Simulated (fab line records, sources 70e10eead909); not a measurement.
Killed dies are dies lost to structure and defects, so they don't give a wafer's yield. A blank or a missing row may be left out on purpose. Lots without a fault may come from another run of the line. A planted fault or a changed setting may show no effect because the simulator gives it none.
fab line records | flow nand_harc
record lots=14 wafers=42 last_day=33
route steps=1302 shown A_WL_FILL@973 THIN_TSV@1265 END@1302
lots that met no fault: from a run of the same line without faults
start_h: hours from the record's first day to the start of the lot's first wafer shown | wait_h: hours since the lot's step before | " the same as in the row above | L1.1+2: a row that stands for several wafers | - no value, or no start given | * or withheld: withheld | < > ~ a bound
route shown NAME@n: a module of which the file shows steps, and the number in the route of the first | usual: mean/standard deviation of fault-free wafers | same: alike in all rows | chamber/n: place in a boat | sites: the reading at each site | _std_site: their standard deviation | _edge_site: outer sites' mean less inner sites' | radius_mm: how far each site lies from the wafer's centre | mask NAME#n: copy n | behind: the tool/chamber that last shaped the wafer | hold: why the lot was held/for how many hours/how that ended | device: the transistor (n, p or np) that didn't switch | end of line: the same wafers' tests at the end of the route | a step without rows: its recipe alone | killed: dies lost to structure and defects at the first sort, not the wafer's yield | map: a wafer's dies, x killed, . not, _ none there
set.NAME: the setting as run; set.NAME@STEP: as run at that earlier step | model.NAME: the simulator's own value behind a step, which no gauge read
steps of the route over a sample of lots; a table a step, a row a wafer
services: from which hour (start_h, from the record's first day; less than 0 if before it) a tool's chamber was out of use, for how many hours, and why
## steps
# step NHARC_A_WL_FILL_PRECLEAN_30
# recipe time_s=10 chemistry=dHF
# columns lot.wafer tool chamber start_h wait_h
L898.4+2+5 wet_bench-09 4,6,7 480.68 0.1
L899.1+5+4 wet_bench-09 3,4,5 515.86 0.1
L901.1+3+4 wet_bench-09 6,0,2 518.89 0.1
L900.3+6+5 wet_bench-02 5,7,0 525.12 0.1
L904.6+4+1 wet_bench-02 0,1,2 555.54 0.1
L903.6+3+2 wet_bench-09 4,6,7 559.01 0.1
L905.3+4+1 wet_bench-02 3,4,6 559.02 0.1
L906.5+2+6 wet_bench-04 0,3,4 571.55 0.1
L908.1+4+3 wet_bench-04 1,3,4 598.38 0.1
L907.1+6+4 wet_bench-09 3,4,7 615.17 0.1
L910.6+3+2 wet_bench-04 1,3,5 615.20 0.1
L916.5+6+4 wet_bench-09 7,0,1 687.45 0.1
L918.4+1+6 wet_bench-09 7,1,3 692.54 0.1
L919.5+6+4 wet_bench-04 6,7,0 707.10 0.1
# step NHARC_THIN_TSV_STRIP_45
# recipe power_w=1500 temp_c=250 chemistry=O2
# usual drypump_motor_current_A=5.4/0.36 heater_power_w=315/18 temp_c=249.98/0.15
# columns lot.wafer tool chamber start_h wait_h drypump_motor_current_A heater_power_w rf_hours_counter_h temp_c
L898.2 plasma_asher-02 1 547.42 0.1 6.0 333 20 250.23
L898.4 " 0 " " 4.8 310 - 250.04
L898.5 " 1 " " 6.0 334 - 249.94
L899.1 plasma_asher-01 0 578.72 0.1 5.4 288 9 249.96
L899.4 " 0 " " 5.3 286 - 250.11
L899.5 " 1 " " 5.3 320 - 250.02
L901.1 plasma_asher-01 1 583.82 0.1 5.3 332 10 250.10
L901.4 " 0 " " 5.3 286 - 249.90
L901.3 " 1 " " 5.3 327 - 250.04
L900.3 plasma_asher-02 0 591.24 0.2 4.8 308 - 249.94
L900.5 " 1 " " 6.0 330 - 250.06
L900.6 " 0 " " 4.8 314 - 250.28
L904.1 plasma_asher-01 0 621.64 0.2 5.3 282 18 249.86
L904.4 " 0 " " 5.2 293 - 250.00
L904.6 " 1 " " 5.3 318 - 249.99
L905.1 plasma_asher-01 1 622.73 0.1 5.3 338 18 250.07
L905.3 " 1 " " 5.3 328 - 249.93
L905.4 " 0 " " 5.3 283 - 250.00
L903.2 plasma_asher-01 1 626.40 0.1 5.3 337 20 250.04
L903.3 " 1 " " 5.3 330 - 250.13
L903.6 " 0 " " 5.3 287 - 249.73
L906.2 plasma_asher-02 1 640.71 0.1 6.0 337 1 249.70
L906.6 " 0 " " 4.8 320 - 250.03
L906.5 " 1 " " 6.0 343 - 249.96
L908.1 plasma_asher-02 1 670.08 0.1 6.0 333 6 250.17
L908.4 " 1 " " 6.1 338 - 249.79
L908.3 " 0 " " 4.8 318 - 250.03
L907.1 plasma_asher-01 0 685.15 0.1 5.3 290 29 249.84
L907.4 " 0 " " 5.4 287 - 250.03
L907.6 " 0 " " 5.3 293 - 249.89
L910.2 plasma_asher-01 0 686.31 0.1 5.4 277 30 250.05
L910.3 " 0 " " 5.3 290 - 250.07
L910.6 " 1 " " 5.3 333 - 249.91
L916.4 plasma_asher-01 0 747.91 0.2 5.3 301 - 249.86
L916.5 " 0 " " 5.3 294 - 250.03
L916.6 " 1 " " 5.3 325 - 250.01
L918.1 plasma_asher-01 1 757.84 0.1 5.3 317 12 250.13
L918.4 " 0 " " 5.3 299 - 250.24
L918.6 " 1 " " 5.3 328 - 249.94
L919.4 plasma_asher-02 1 774.09 0.2 6.1 334 - 249.64
L919.6 " 0 " " 4.8 310 - 249.99
L919.5 " 1 " " 6.0 345 - 250.29
# step NHARC_THIN_TSV_ETCH_36
# recipe target_depth_a=650 over_etch_frac=0.3 time_s=18.571 ion_energy_ev=150 chemistry=Cl2/BCl3
# usual drypump_motor_current_A=5.4/0.43 oes_product_au=1.004/0.01
# columns lot.wafer tool chamber start_h wait_h drypump_motor_current_A oes_product_au rf_hours_counter_h
L898.2 rie_metal-03 1 552.90 0.2 5.2 0.996 0.6
L898.4 " 1 " " 5.2 1.006 -
L898.5 " 0 " " 4.8 0.990 -
L899.1 rie_metal-02 0 584.20 0.2 5.3 1.010 1.9
L899.4 " 1 " " 6.1 1.007 -
L899.5 " 1 " " 6.0 0.993 -
L901.1 rie_metal-01 1 589.28 0.2 5.2 1.004 0.2
L901.3 " 1 " " 5.2 1.006 -
L901.4 " 0 " " 6.0 1.022 -
L900.3 rie_metal-02 0 596.54 0.2 5.4 1.011 -
L900.5 " 1 " " 6.0 1.004 -
L900.6 " 0 " " 5.4 1.009 -
L904.1 rie_metal-03 1 627.07 0.2 5.3 0.998 1.7
L904.4 " 0 " " 4.8 1.003 -
L904.6 " 1 " " 5.3 1.006 -
L905.1 rie_metal-02 0 628.42 0.2 5.3 1.009 2.9
L905.4 " 1 " " 6.0 0.985 -
L905.3 " 0 " " 5.4 1.018 -
L903.2 rie_metal-01 0 631.96 0.2 6.0 1.003 1.3
L903.3 " 0 " " 5.9 1.016 -
L903.6 " 1 " " 5.2 0.998 -
L906.2 rie_metal-03 0 646.13 0.2 4.8 0.979 2.1
L906.6 " 0 " " 4.8 0.990 -
L906.5 " 1 " " 5.2 1.004 -
L908.1 rie_metal-02 1 675.70 0.2 6.1 0.995 0.3
L908.3 " 1 " " 6.1 1.000 -
L908.4 " 0 " " 5.4 1.009 -
L907.1 rie_metal-02 1 690.41 0.2 6.0 1.004 0.6
L907.4 " 0 " " 5.4 1.017 -
L907.6 " 0 " " 5.3 1.030 -
L910.2 rie_metal-01 1 691.74 0.2 5.2 0.993 2.3
L910.3 " 1 " " 5.3 0.988 -
L910.6 " 1 " " 5.2 0.996 -
L916.4 rie_metal-03 1 753.26 0.2 5.2 0.989 -
L916.6 " 0 " " 4.8 1.005 -
L916.5 " 1 " " 5.3 1.004 -
L918.1 rie_metal-03 1 763.15 0.2 5.3 0.997 1.3
L918.4 " 1 " " 5.3 0.998 -
L918.6 " 1 " " 5.3 1.001 -
L919.4 rie_metal-01 1 779.68 0.3 5.2 1.019 -
L919.5 " 1 " " 5.2 1.010 -
L919.6 " 0 " " 6.0 1.018 -
# step NHARC_END_SORT_01
# recipe temp_c=25
# usual killed_at_array=56/18 killed_at_other=1.4/1.5 killed_at_periphery=4/3.1 killed_dies=61/19 killed_open=3.5/1.8 killed_short=2.4/1.4
# same gross_dies=677
# columns lot.wafer tool chamber start_h wait_h killed_at_array killed_at_other killed_at_periphery killed_dies killed_open killed_short
L904.1 prober-02 0 635.73 2.5 68 0 3 71 5 2
L904.4 prober-02 0 638.12 3.4 57 0 1 58 4 1
L904.6 prober-02 0 639.71 4.0 66 1 2 69 7 5
L910.2 prober-02 0 701.93 2.8 29 3 2 34 2 2
L910.3 prober-02 0 702.73 3.1 36 2 3 41 5 5
L910.6 prober-02 0 705.12 4.0 34 2 2 38 5 3
L916.4 prober-01 0 764.15 3.4 34 0 3 37 5 0
L916.5 prober-01 0 764.96 3.7 116 0 2 118 2 2
L916.6 prober-01 0 765.77 4.1 28 0 2 30 2 2
L918.1 prober-02 0 770.66 2.5 59 3 2 64 4 0
L918.4 prober-02 0 773.06 3.4 130 0 4 134 3 3
L918.6 prober-02 0 774.66 4.0 45 3 5 53 1 0
# killed by level:class
L904.1 A_SLIT:chamber_film_flake=33 A_CHANNEL_HOLE_D2:chamber_film_flake=12 A_CONTACT:chamber_film_flake=8 A_WL_FILL:chamber_film_flake=3 P_CONTACT:geometric_particle:open=1 P_M0:geometric_particle:open=1 A_ONON_D1:geometric_particle:open=1 A_CHANNEL_FILL_D1:geometric_particle:short=1
L904.4 A_SLIT:chamber_film_flake=28 A_CONTACT:chamber_film_flake=7 A_CHANNEL_HOLE_D1:chamber_film_flake=4 A_CHANNEL_HOLE_D2:chamber_film_flake=4 A_STAIRCASE:chamber_film_flake=3 A_WL_FILL:chamber_film_flake=3 A_SGD_CUT:chamber_film_flake=2 A_ONON_D1:geometric_particle:open=1
L904.6 A_SLIT:chamber_film_flake=28 A_CHANNEL_HOLE_D2:chamber_film_flake=10 A_STAIRCASE:chamber_film_flake=5 A_CHANNEL_HOLE_D1:chamber_film_flake=3 A_WL_FILL:chamber_film_flake=3 A_CHANNEL_FILL_D1:geometric_particle:short=2 A_M0:geometric_particle:open=2 A_CHANNEL_FILL_D2:chamber_film_flake=2
L910.2 A_CHANNEL_HOLE_D1:chamber_film_flake=10 A_CONTACT:chamber_film_flake=5 A_CHANNEL_HOLE_D2:chamber_film_flake=4 A_SLIT:chamber_film_flake=3 A_WL_FILL:chamber_film_flake=3 HYBRID_BOND:chamber_film_flake=2 P_CONTACT:geometric_particle:open=1 A_CHANNEL_HOLE_D2:geometric_particle:short=1
L910.3 A_CHANNEL_HOLE_D1:chamber_film_flake=18 A_CONTACT:chamber_film_flake=6 A_CHANNEL_FILL_D1:geometric_particle:short=2 A_STAIRCASE:chamber_film_flake=2 P_STI:geometric_particle:open=1 P_CONTACT:geometric_particle:short=1 A_CHANNEL_FILL_D1:geometric_particle:open=1 A_CHANNEL_HOLE_D2:geometric_particle:open=1
L910.6 A_CHANNEL_HOLE_D1:chamber_film_flake=14 A_SGD_CUT:geometric_particle:open=3 A_SLIT:chamber_film_flake=3 A_WL_FILL:chamber_film_flake=3 A_CHANNEL_HOLE_D2:chamber_film_flake=2 A_STAIRCASE:chamber_film_flake=2 P_CONTACT:geometric_particle:short=1 A_CHANNEL_FILL_D1:geometric_particle:short=1
L916.4 A_CHANNEL_HOLE_D1:chamber_film_flake=14 A_SLIT:chamber_film_flake=7 A_STAIRCASE:chamber_film_flake=3 A_M0:geometric_particle:open=2 P_STI:chamber_film_flake=2 A_CONTACT:chamber_film_flake=2 P_M0:geometric_particle:open=1 A_SOURCE_PLATE:geometric_particle:open=1
L916.5 A_WL_FILL:unspecified=83 A_CHANNEL_HOLE_D1:chamber_film_flake=16 A_CHANNEL_FILL_D1:chamber_film_flake=3 A_CHANNEL_HOLE_D2:chamber_film_flake=2 A_SLIT:chamber_film_flake=2 A_CONTACT:chamber_film_flake=2 P_GATE:geometric_particle:open=1 A_ONON_D2:geometric_particle:short=1
L916.6 A_CHANNEL_HOLE_D1:chamber_film_flake=10 A_SLIT:chamber_film_flake=5 A_BONDPAD:chamber_film_flake=3 A_ONON_D1:geometric_particle:short=2 P_STI:chamber_film_flake=2 A_CHANNEL_FILL_D1:chamber_film_flake=2 A_DECK1_JOINT:geometric_particle:open=1 A_CHANNEL_FILL_D2:geometric_particle:open=1
L918.1 A_SLIT:chamber_film_flake=32 A_CHANNEL_HOLE_D2:chamber_film_flake=7 A_CONTACT:chamber_film_flake=7 A_CHANNEL_HOLE_D1:unspecified=3 THIN_TSV:chamber_film_flake=3 A_STAIRCASE:chamber_film_flake=2 A_ONON_D1:geometric_particle:open=1 A_DECK1_JOINT:geometric_particle:open=1
L918.4 A_WL_FILL:unspecified=85 A_SLIT:chamber_film_flake=28 A_STAIRCASE:chamber_film_flake=4 A_CHANNEL_HOLE_D2:chamber_film_flake=3 A_CONTACT:chamber_film_flake=3 P_CONTACT:geometric_particle:open=2 A_CHANNEL_FILL_D1:geometric_particle:short=2 P_M0:geometric_particle:open=1
L918.6 A_SLIT:chamber_film_flake=33 A_CHANNEL_HOLE_D2:chamber_film_flake=3 A_STAIRCASE:chamber_film_flake=3 THIN_TSV:chamber_film_flake=3 P_M1:chamber_film_flake=2 P_M2:chamber_film_flake=2 A_CHANNEL_HOLE_D1:chamber_film_flake=2 A_CHANNEL_FILL_D2:geometric_particle:open=1
## services
# columns tool chamber start_h hours kind
wet_bench-09 - 462.41 1.8 repair
rie_metal-03 - 477.52 1.9 repair
plasma_asher-01 - 519.00 9.0 pm
plasma_asher-01 0 519.00 9.0 vent_cycle
plasma_asher-01 1 519.00 9.0 vent_cycle
rie_metal-03 - 519.03 9.0 pm
plasma_asher-01 0 528.00 - clean
wet_bench-09 - 528.80 8.0 pm
rie_metal-01 0 554.33 12.8 repair
rie_metal-01 - 575.00 9.0 pm
wet_bench-04 - 579.20 8.0 pm
wet_bench-02 - 596.00 8.0 pm
plasma_asher-02 - 622.54 9.0 pm
rie_metal-02 - 631.00 9.0 pm
wet_bench-04 - 649.26 5.2 repair
wet_bench-04 - 661.22 3.1 repair
rie_metal-03 1 684.42 3.8 repair
plasma_asher-01 - 696.00 9.0 pm
rie_metal-03 - 696.03 9.0 pm
wet_bench-09 - 704.80 8.0 pm
plasma_asher-02 - 718.50 0.7 repair
rie_metal-01 - 752.00 9.0 pm
wet_bench-04 - 755.20 8.0 pm
wet_bench-02 - 772.00 8.0 pm
## key
first_sign step=NHARC_END_SORT_01 reading=killed_at_array direction=up sigmas=3.7 usual=56 struck=123
effect step=NHARC_END_SORT_01 reading=killed_dies direction=up sigmas=3.4 usual=61 struck=126
more_kills_born_at NHARC_A_WL_FILL_PRECLEAN_30@wet_bench-09=168
met_at NHARC_A_WL_FILL_PRECLEAN_30
struck_lots L916,L918
struck_wafers L916.5,L918.4
tester_left_out L916,L918
not_acting_at NHARC_THIN_TSV_STRIP_45,NHARC_THIN_TSV_ETCH_36
onset_between 615.17 687.45
fault kind=chamber_particle_source tool=wet_bench-09 chamber=7 onset_h=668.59 steps=NHARC_A_WL_FILL_PRECLEAN_30 rate_per_visit_cm2=1.7632 end_h=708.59
# tester_left_out: of these lots the tester's yield and bins aren't shown, on N5 and GAA mostly nor the transistor test; their killed dies are dies lost to structure and defects alone, not to doping, threshold or leakage, so they don't give the yield
